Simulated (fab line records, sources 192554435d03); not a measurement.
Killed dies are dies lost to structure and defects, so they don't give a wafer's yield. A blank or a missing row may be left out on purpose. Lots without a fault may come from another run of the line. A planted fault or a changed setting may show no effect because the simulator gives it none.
Chamber matching | flow n5_finfet | N5_BEOL_M9_DESCUM_33 on rie_diel-05: 4 sister chambers
The step chemistry O2, time 7 s. 4 wafers are shown with their chamber, then 7 later ones without.

WAFERS WITH THEIR CHAMBER
wafer  | chamber | oes_product_au (a.u.)
L075.3 | 2       | 0.90
L080.2 | 0       | 0.69
L082.2 | 3       | 0.87
L082.3 | 1       | 0.85

WAFERS WITHOUT THEIR CHAMBER
wafer  | oes_product_au (a.u.)
L082.6 | 0.86
L088.1 | 0.83
L088.4 | 0.84
L088.5 | 0.85
L092.2 | 0.82
L092.4 | 0.83
L092.5 | 0.85

WHICH CHAMBER EACH WENT THROUGH
wafer  | from the rows above          | in truth
L082.6 | can't be placed: 1 or 3 or 2 | 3
L088.1 | can't be placed: 1 or 3      | 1
L088.4 | can't be placed: 1 or 3      | 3
L088.5 | can't be placed: 1 or 3      | 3
L092.2 | can't be placed: 1 or 3      | 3
L092.4 | can't be placed: 1 or 3      | 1
L092.5 | can't be placed: 1 or 3      | 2
Placed correctly: 0 of 7. Can't be placed from these rows: 7 (the true chamber is among the candidates in 6). Placed wrongly: 0.
How it was worked out, from the rows above alone: a wafer's distance from a chamber is the root of the sum, over the readings, of the square of ((its reading less the chamber's mean) divided by the reading's scatter). The wafer belongs to the nearest chamber; if the next one is less than 2 further off, it can't be placed. A chamber's mean is the mean of its shown wafers. The scatter: with one shown wafer a chamber, the root of the mean of the squares of how far each hidden wafer lies from its nearest shown one.
